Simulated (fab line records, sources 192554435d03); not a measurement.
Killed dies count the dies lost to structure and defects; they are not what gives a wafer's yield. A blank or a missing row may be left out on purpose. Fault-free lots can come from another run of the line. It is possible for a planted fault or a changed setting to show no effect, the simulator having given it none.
fab line records    flow n5Finfet
[record] lots = 7  wafers = 21
route steps=1938 shown MOL_CONTACT_COAG@559 BEOL_M0_SAQP@636 BEOL_M1@778
startH: start of the lot's first displayed wafer, in hours after the record's first day    waitH: hours from the lot's prior step to this one    " as in the row above    L1.1+2: one row covering several wafers at once    - value missing, or start not given    * or withheld: withheld    < > ~ a bound
route shown NAME@n: names a module that has steps shown in the file, with the first one's number in the route    usual: mean/standard deviation of fault-free wafers    same: alike in all rows    chamber/n: place in a boat    sites: each site's reading    _std_site: their standard deviation    _edge_site: the outer-site mean with the inner-site mean subtracted    radiusMm: for every site, how far away it sits from the centre of the wafer    mask NAME#n: copy n    behind: the last tool/chamber to shape the wafer    hold: the reason the lot was held/the length of the hold in hours/how it ended    device: whichever transistor did not switch (one of n, p or np)    end of line: the tests these same wafers got at the end of their route    for a step that has no rows: nothing shown but its recipe    killed: count of dies lost to structure and defects at first sort (not the wafer's yield)    map: a wafer's dies, x killed, . not, _ none there
set.NAME: the setting as run; set.NAME@STEP: as run at that earlier step    model.NAME: the simulator's own value behind a step, which no gauge read
lots where settings were altered on purpose, with a table for each step and a row for each wafer
[[steps]]
[step N5_MOL_CONTACT_COAG_ALD_27]
[recipe] material = SiOC  targetThkA = 170  tempC = 400  aldPrecursorFamily = carbosiloxane  aldCoReactant = H2-plasma  pulseTimeS = 1.5  timeS = 2720  purgeTimeS = 2  coReactantPurgeTimeS = 2  aldCycles = 340  pressureTorr = 2
lot.wafer   tool       chamber  startH  waitH  set.timeS  model.SiOC_of_MOL_CONTACT_COAG_ALD_27.thkNm
L076.2      aldSin-04  1        107.35  0.6    2720       17
L076.4      "          2        "       "      2263       14.2
L076.6      "          3        "       "      2720       16.8
L082.1+4    aldSin-04  0,1      143.14  0.0    2720       16.8
L082.2      "          3        "       "      2720       17
L085.2+5    aldSin-01  2,3      166.21  0.1    2370       14.8
L085.3      "          1        "       "      2720       17
L090.1      aldSin-01  2        193.89  0.0    2431       15.2
L090.2+6    "          1        "       "      2720       17
L091.1+4+5  aldSin-04  0,3,0    198.55  0.0    2720       17
L095.4+6    aldSin-03  0        225.33  0.0    2720       17
L095.5      "          1        "       "      2178       13.6
L096.3+5+6  aldSin-03  0,3,2    229.37  0.0    2720       17
[step N5_BEOL_M0_SAQP_PECVD_96]
[recipe] material = a-Si  targetThkA = 450  tempC = 350  precursor = SiH4/He  pressureTorr = 3  rfW = 100  timeS = 45.2
lot.wafer  tool      chamber  startH  waitH  set.timeS  model.a-Si_of_BEOL_M0_SAQP_PECVD_96.thkNm
L076.2+6   pecvd-04  0        117.68  0.0    45.2       45.6
L076.4     "         1        "       "      45.2       44.8
L082.1     pecvd-04  1        153.33  0.0    42.47      41.4
L082.2     "         2        "       "      45.2       44.6
L082.4     "         0        "       "      45.2       46
L085.2     pecvd-02  2        176.87  0.0    39.8       39.2
L085.3     "         1        "       "      45.2       45
L085.5     "         2        "       "      39.8       40
L090.1     pecvd-02  0        203.71  0.0    45.2       44.8
L090.2     "         1        "       "      45.2       43.8
L090.6     "         0        "       "      45.2       45
L091.1     pecvd-04  1        208.65  0.0    45.2       42.8
L091.4     "         1        "       "      45.2       44
L091.5     "         0        "       "      45.2       44.4
L095.4     pecvd-04  1        236.07  0.0    45.2       44
L095.5     "         0        "       "      47.1       46.8
L095.6     "         2        "       "      47.1       46.4
L096.3     pecvd-01  0        239.64  0.0    45.2       44.8
L096.5     "         2        "       "      45.2       45
L096.6     "         1        "       "      45.2       45.2
[step N5_BEOL_M0_SAQP_HM_DEP_111]
[recipe] material = SiO2  targetThkA = 120  tempC = 400  precursor = SiH4/N2O  pressureTorr = 0.75  rfW = 275  timeS = 7.2
lot.wafer  tool      chamber  startH  waitH  set.timeS  model.SiO2_of_BEOL_M0_SAQP_HM_DEP_111.thkNm
L076.2     pecvd-04  0        117.90  0.0    8.145      13.4
L076.4     "         2        "       "      8.145      13.8
L076.6     "         0        "       "      8.145      13.6
L082.1     pecvd-02  2        153.56  0.0    6.529      10.6
L082.2     "         1        "       "      6.529      10.8
L082.4     "         1        "       "      7.2        12
L085.2     pecvd-04  0        177.09  0.0    7.591      12.6
L085.3+5   "         1,0      "       "      7.2        12
L090.1     pecvd-02  1        204.01  0.0    7.2        11.6
L090.2+6   "         0,1      "       "      7.2        11.8
L091.1+5   pecvd-04  1        208.94  0.0    7.2        12.2
L091.4     "         1        "       "      7.2        12
L095.4     pecvd-02  0        236.29  0.1    7.2        11.8
L095.5+6   "         1,2      "       "      7.2        12
L096.3+6   pecvd-04  0,1      239.86  0.0    7.2        12
L096.5     "         0        "       "      7.2        12.2
[step N5_BEOL_M0_SAQP_COAT_81]
[recipe] resist = SOC  tempC = 250  timeS = 60  spinRpm = 1500  resistThkNm = 100
[step N5_BEOL_M0_SAQP_COAT_82]
[recipe] resist = SiARC  tempC = 220  timeS = 60  spinRpm = 1500  resistThkNm = 30
[step N5_BEOL_M0_SAQP_ETCH_84]
[recipe] chemistry = N2/H2  target = SOC  targetDepthA = 1000  overetchA = 200  maskMaterial = SiARC  tempC = 40  timeS = 150  ionEnergyEv = 200  pressureMtorr = 30  sourceW = 840  biasW = 150  n2FlowSccm = 200  h2FlowSccm = 200
[step N5_BEOL_M0_SAQP_STRIP_80]
[recipe] chemistry = N2/H2  tempC = 40  n2FlowSccm = 200  h2FlowSccm = 200  rfFrequencyHz = 6e+07
[step N5_BEOL_M0_SAQP_HM_OPEN_112]
[recipe] chemistry = CHF3/O2  target = SiO2  stopOn = a-Si  targetDepthA = 120  overEtchFrac = 1.25  maskMaterial = SOC  timeS = 13.5  pressureMtorr = 30  sourceW = 650  biasW = 170  Ar_flow_sccm = 200  CHF3_flow_sccm = 50  O2_flow_sccm = 5  ionEnergyEv = 200  ends = endPoint
lot.wafer  tool        chamber  startH  waitH  set.timeS@BEOL_M0_SAQP_HM_DEP_111  model.etch.depthNm
L076.2     rieDiel-01  0        118.50  0.0    8.145                              13.43
L076.4     "           2        "       "      8.145                              13.74
L076.6     "           3        "       "      8.145                              13.59
L082.1     rieDiel-02  1        154.31  0.0    6.529                              10.7
L082.2     "           0        "       "      6.529                              10.76
L082.4     "           2        "       "      7.2                                12.1
L085.2     rieDiel-02  0        179.43  0.0    7.591                              12.59
L085.3     "           1        "       "      7.2                                11.92
L085.5     "           2        "       "      7.2                                11.94
L090.1     rieDiel-06  1        204.76  0.0    7.2                                11.64
L090.2     "           3        "       "      7.2                                11.71
L090.6     "           2        "       "      7.2                                11.82
L091.1     rieDiel-06  2        209.77  0.0    7.2                                12.14
L091.4     "           3        "       "      7.2                                12.08
L091.5     "           2        "       "      7.2                                12.17
L095.4     rieDiel-06  0        237.24  0.0    7.2                                11.79
L095.5     "           2        "       "      7.2                                12.03
L095.6     "           1        "       "      7.2                                12.02
L096.3     rieDiel-02  1        240.75  0.0    7.2                                12
L096.5     "           1        "       "      7.2                                12.15
L096.6     "           2        "       "      7.2                                12.09
[step N5_BEOL_M0_SAQP_STRIP_113]
[recipe] chemistry = CHF3/O2  resist = SiARC  rfFrequencyHz = 6e+07
[step N5_BEOL_M0_SAQP_MANDREL_ETCH_20]
[recipe] targetDepthA = 600  chemistry = HBr/Cl2  target = a-Si  stopOn = SiNx  btTimeS = 10  maskMaterial = SOC  overEtchFrac = 0.5  timeS = 30  pressureMtorr = 10  icpW = 800  biasW = 75  HBr_flow_sccm = 150  Cl2_flow_sccm = 80  ends = endPoint
[step N5_BEOL_M0_SAQP_STRIP_86]
[recipe] chemistry = N2/H2  powerW = 500  tempC = 40  pressureMtorr = 50  rfFrequencyHz = 6e+07  overashFraction = 0.3  biasPowerW = 28  h2Frac = 0.5  n2FlowSccm = 300  h2FlowSccm = 300
[step N5_BEOL_M0_SAQP_STRIP_115]
[recipe] chemistry = postEtchResidueRemover  timeS = 60  tempC = 25  removerPh = withheld  removerWaterWtPct = withheld  removerFluorideWtPct = withheld
lot.wafer   tool         chamber  startH  waitH  set.timeS@BEOL_M0_SAQP_HM_DEP_111  model.SiO2_of_BEOL_M0_SAQP_HM_DEP_111.thkNm
L076.2+6    wetBench-02  5,4      118.75  -      8.145                              13.4
L076.4      "            7        "       "      8.145                              13.6
L082.1+2    wetBench-03  0,2      154.56  -      6.529                              10.6
L082.4      "            7        "       "      7.2                                12
L085.2      wetBench-01  6        179.80  -      7.591                              12.4
L085.3+5    "            7,3      "       "      7.2                                11.8
L090.1+2    wetBench-02  3,6      205.01  -      7.2                                11.6
L090.6      "            1        "       "      7.2                                11.8
L091.1+4+5  wetBench-02  5,6,0    210.02  -      7.2                                12
L095.4      wetBench-03  5        237.63  -      7.2                                11.6
L095.5+6    "            4,0      "       "      7.2                                12
L096.3      wetBench-02  4        241.01  -      7.2                                11.8
L096.5+6    "            5,6      "       "      7.2                                12
[step N5_BEOL_M0_SAQP_SPACER1_ALD_98]
[recipe] material = SiO2  targetThkA = 128  tempC = 300  aldPrecursorFamily = BDEAS  aldCoReactant = O2-plasma  pulseTimeS = 1  purgeTimeS = 2  coReactantPurgeTimeS = 2  aldCycles = 138  pressureTorr = 2
lot.wafer   tool       chamber  startH  waitH  set.tempC  model.SiO2_of_BEOL_M0_SAQP_SPACER1_ALD_98.thkNm
L076.2+4    aldSin-03  0,3      119.26  0.3    307.9      12.6
L076.6      "          3        "       "      300        12.8
L082.1+4    aldSin-01  2        155.03  0.3    300        12.8
L082.2      "          1        "       "      308.4      12.6
L085.2+3+5  aldSin-03  3,2,1    180.59  0.6    300        12.8
L090.1      aldSin-02  2        205.51  0.3    296.4      13
L090.2      "          3        "       "      300        12.8
L090.6      "          2        "       "      296.4      12.8
L091.1+5    aldSin-03  3,1      210.46  0.3    292        13.2
L091.4      "          0        "       "      300        12.8
L095.4+5    aldSin-03  1,2      238.10  0.2    300        12.8
L095.6      "          1        "       "      288        13.4
L096.3+5+6  aldSin-03  0,2,1    241.53  0.2    300        12.8
[step N5_BEOL_M0_SAQP_SPACER1_ETCHBACK_99]
[recipe] chemistry = CHF3/O2  mode = anisotropicEtchback  target = SiO2  targetDepthA = 154  timeS = 7.7  pressureMtorr = 30  sourceW = 650  biasW = 170  Ar_flow_sccm = 200  CHF3_flow_sccm = 50  O2_flow_sccm = 5  ionEnergyEv = 200
[step N5_BEOL_M0_SAQP_MANDREL1_REMOVE_100]
[recipe] chemistry = HBr/Cl2/O2  btTimeS = 10  target = a-Si  stopOn = SiNx  endpoint = OES-SiCl  overEtchFrac = 0.85  icpW = 600  biasW = 30  HBr_flow_sccm = 150  Cl2_flow_sccm = 80  O2_flow_sccm = 5  pressureMtorr = 10
[step N5_BEOL_M0_SAQP_ETCH_101]
[recipe] chemistry = CH3F/O2  target = SiNx  maskMaterial = SiO2  targetDepthA = 299  timeS = 42.7  pressureMtorr = 30  sourceW = 395  biasW = 73  Ar_flow_sccm = 150  CH3F_flow_sccm = 30  O2_flow_sccm = 20  ionEnergyEv = 120
[step N5_BEOL_M0_SAQP_ETCH_102]
[recipe] chemistry = CF4  target = SiO2  targetDepthA = 40  ionEnergyEv = 350  timeS = 4.4  pressureMtorr = 10  icpW = 800  biasW = 400  cf4FlowSccm = 80
[step N5_BEOL_M0_SAQP_MANDREL_ETCH_103]
[recipe] chemistry = HBr/Cl2  target = a-Si  targetDepthA = 450  btTimeS = 10  stopOn = SiCN  maskMaterial = SiO2  overEtchFrac = 0.8  timeS = 27  pressureMtorr = 10  icpW = 800  biasW = 75  HBr_flow_sccm = 150  Cl2_flow_sccm = 80  ends = endPoint
lot.wafer  tool      chamber  startH  waitH  set.timeS@BEOL_M0_SAQP_PECVD_96  model.etch.depthNm
L076.2     rieSi-06  0        120.11  0.0    45.2                             45.57
L076.4     "         3        "       "      45.2                             44.86
L076.6     "         1        "       "      45.2                             45.62
L082.1     rieSi-01  1        155.92  0.0    42.47                            41.36
L082.2     "         3        "       "      45.2                             44.61
L082.4     "         0        "       "      45.2                             46.09
L085.2     rieSi-06  0        181.48  0.0    39.8                             39.19
L085.3     "         3        "       "      45.2                             45.08
L085.5     "         1        "       "      39.8                             40.05
L090.1     rieSi-01  2        206.36  0.0    45.2                             44.8
L090.2     "         1        "       "      45.2                             43.86
L090.6     "         1        "       "      45.2                             45.01
L091.1     rieSi-01  0        211.47  0.0    45.2                             42.85
L091.4     "         3        "       "      45.2                             43.96
L091.5     "         1        "       "      45.2                             44.49
L095.4     rieSi-04  1        239.00  0.0    45.2                             43.95
L095.5     "         2        "       "      47.1                             46.81
L095.6     "         1        "       "      47.1                             46.46
L096.3     rieSi-04  2        242.38  0.0    45.2                             44.81
L096.5     "         1        "       "      45.2                             44.91
L096.6     "         2        "       "      45.2                             45.27
[step N5_BEOL_M0_SAQP_ETCH_107]
[recipe] chemistry = CH3F/O2  target = SiNx  targetDepthA = 300  maskMaterial = SOC  pressureMtorr = 30  sourceW = 395  biasW = 73  Ar_flow_sccm = 150  CH3F_flow_sccm = 30  O2_flow_sccm = 20  ionEnergyEv = 120
[usual] rfVppV = 296/3.6
lot.wafer  tool        chamber  startH  waitH  set.sourceW  set.timeS@BEOL_M0_SAQP_PECVD_96  rfVppV  model.a-Si_of_BEOL_M0_SAQP_PECVD_96.thkNm
L076.2     rieDiel-01  1        120.99  0.0    395          45.2                             301     45
L076.4     "           2        "       "      395          45.2                             295     44.2
L076.6     "           2        "       "      395          45.2                             295     45
L082.1     rieDiel-02  0        156.51  0.0    395          42.47                            298     40.8
L082.2     "           3        "       "      395          45.2                             290     44
L082.4     "           1        "       "      395          45.2                             290     45.6
L085.2     rieDiel-01  0        182.08  0.0    395          39.8                             299     38.6
L085.3     "           2        "       "      395          45.2                             293     44.4
L085.5     "           1        "       "      345.7        39.8                             318     39.4
L090.1     rieDiel-06  0        207.30  0.0    449.5        45.2                             276     44.2
L090.2     "           2        "       "      449.5        45.2                             283     43.2
L090.6     "           3        "       "      395          45.2                             296     44.4
L091.1     rieDiel-06  2        212.26  0.0    351.6        45.2                             315     42.2
L091.4     "           0        "       "      395          45.2                             294     43.4
L091.5     "           3        "       "      395          45.2                             299     43.8
L095.4     rieDiel-06  2        239.59  0.0    395          45.2                             298     43.4
L095.5     "           0        "       "      395          47.1                             293     46.2
L095.6     "           1        "       "      395          47.1                             301     45.8
L096.3     rieDiel-06  3        242.97  0.0    395          45.2                             298     44.2
L096.5     "           3        "       "      395          45.2                             296     44.4
L096.6     "           2        "       "      395          45.2                             299     44.6
[step N5_BEOL_M1_COAT_68]
[recipe] resist = SiARC  tempC = 220  timeS = 60  spinRpm = 1500  resistThkNm = 12
lot.wafer   tool           chamber  startH  waitH  set.spinRpm  model.SiARC_of_BEOL_M1_COAT_68.thkNm
L076.2+4+6  lithoTrack-02  0        -       -      1500         12
L082.1+2    lithoTrack-02  0        -       -      1435         12.2
L082.4      "              0        "       "      1500         12
L085.2+3+5  lithoTrack-04  0        -       -      1500         12
L090.1+2+6  lithoTrack-02  0        -       -      1395         12.4
L091.1+5    lithoTrack-04  0        -       -      1500         12
L091.4      "              0        "       "      1640         11.4
L095.4+5+6  lithoTrack-03  0        -       -      1500         12
L096.3+5+6  lithoTrack-02  0        -       -      1500         12
[step N5_BEOL_M1_COAT_76]
[recipe] resist = underlayer  tempC = 205  timeS = 60  spinRpm = 1500  resistThkNm = 5
[step N5_BEOL_M1_COAT_22]
[recipe] resist = CAR-EUV  spinRpm = 1500  resistThkNm = 30
[step N5_BEOL_M1_DESCUM_33]
[recipe] chemistry = O2  timeS = 7  sourcePowerW = 50  biasPowerW = 20  pressureMtorr = 20  rfFrequencyHz = 2.712e+07  tempC = 40  resist = CAR-EUV  o2FlowSccm = 225
[step N5_BEOL_M1_ETCH_77]
[recipe] chemistry = N2/H2  target = underlayer  targetDepthA = 65  maskMaterial = CAR-EUV  timeS = 5.2  ionEnergyEv = 200  pressureMtorr = 30  sourceW = 840  biasW = 150  n2FlowSccm = 200  h2FlowSccm = 200  ends = cleared
[step N5_BEOL_M1_ETCH_69]
[recipe] chemistry = CF4  target = SiARC  targetDepthA = 156  maskMaterial = CAR-EUV  timeS = 26  ionEnergyEv = 80  pressureMtorr = 40  sourceW = 545  biasW = 36  Ar_flow_sccm = 100  cf4FlowSccm = 100  ends = cleared
lot.wafer  tool        chamber  startH  waitH  set.spinRpm@BEOL_M1_COAT_68  model.etch.depthNm
L076.2     rieDiel-01  2        131.57  0.0    1500                         12.01
L076.4     "           1        "       "      1500                         11.95
L076.6     "           2        "       "      1500                         11.97
L082.1     rieDiel-02  1        174.25  0.0    1435                         12.27
L082.2     "           0        "       "      1435                         12.26
L082.4     "           3        "       "      1500                         11.99
L085.2+3   rieDiel-01  0,1      195.81  0.0    1500                         12.01
L085.5     "           2        "       "      1500                         12.02
L090.1+6   rieDiel-02  3,2      220.79  0.0    1395                         12.4
L090.2     "           1        "       "      1395                         12.44
L091.1     rieDiel-01  1        222.66  0.0    1500                         12.02
L091.4     "           3        "       "      1640                         11.48
L091.5     "           0        "       "      1500                         11.99
L095.4     rieDiel-06  2        254.43  0.0    1500                         12
L095.5     "           0        "       "      1500                         12.01
L095.6     "           3        "       "      1500                         11.99
L096.3     rieDiel-06  0        254.55  0.0    1500                         12.03
L096.5     "           0        "       "      1500                         11.99
L096.6     "           3        "       "      1500                         12.01
[[key]]
[split] step = N5_MOL_CONTACT_COAG_ALD_27  setting = timeS  stated = 2720  by = wafer
[response] step = N5_MOL_CONTACT_COAG_ALD_27  reading = model.SiOC_of_MOL_CONTACT_COAG_ALD_27.thkNm  change = +0.168  per = 1%  r = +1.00
[split] step = N5_BEOL_M0_SAQP_PECVD_96  setting = timeS  stated = 45.2  by = wafer
[response] step = N5_BEOL_M0_SAQP_PECVD_96  reading = model.a-Si_of_BEOL_M0_SAQP_PECVD_96.thkNm  change = +0.503  per = 1%  r = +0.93
[response] step = N5_BEOL_M0_SAQP_MANDREL_ETCH_103  reading = model.etch.depthNm  change = +0.511  per = 1%  r = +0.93
[response] step = N5_BEOL_M0_SAQP_ETCH_107  reading = model.a-Si_of_BEOL_M0_SAQP_PECVD_96.thkNm  change = +0.506  per = 1%  r = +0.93
[split] step = N5_BEOL_M0_SAQP_HM_DEP_111  setting = timeS  stated = 7.2  by = wafer
[response] step = N5_BEOL_M0_SAQP_HM_DEP_111  reading = model.SiO2_of_BEOL_M0_SAQP_HM_DEP_111.thkNm  change = +0.132  per = 1%  r = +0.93
[response] step = N5_BEOL_M0_SAQP_HM_OPEN_112  reading = model.etch.depthNm  change = +0.14  per = 1%  r = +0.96
[response] step = N5_BEOL_M0_SAQP_STRIP_115  reading = model.SiO2_of_BEOL_M0_SAQP_HM_DEP_111.thkNm  change = +0.14  per = 1%  r = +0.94
[split] step = N5_BEOL_M0_SAQP_SPACER1_ALD_98  setting = tempC  stated = 300  by = wafer
[response] step = N5_BEOL_M0_SAQP_SPACER1_ALD_98  reading = model.SiO2_of_BEOL_M0_SAQP_SPACER1_ALD_98.thkNm  change = -0.119  per = 1%  r = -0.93
[split] step = N5_BEOL_M0_SAQP_ETCH_107  setting = sourceW  stated = 395  by = wafer
[response] step = N5_BEOL_M0_SAQP_ETCH_107  reading = rfVppV  change = -1.52  per = 1%  r = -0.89
[split] step = N5_BEOL_M1_COAT_68  setting = spinRpm  stated = 1500  by = wafer
[response] step = N5_BEOL_M1_COAT_68  reading = model.SiARC_of_BEOL_M1_COAT_68.thkNm  change = -0.0611  per = 1%  r = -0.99
[response] step = N5_BEOL_M1_ETCH_69  reading = model.etch.depthNm  change = -0.0573  per = 1%  r = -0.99
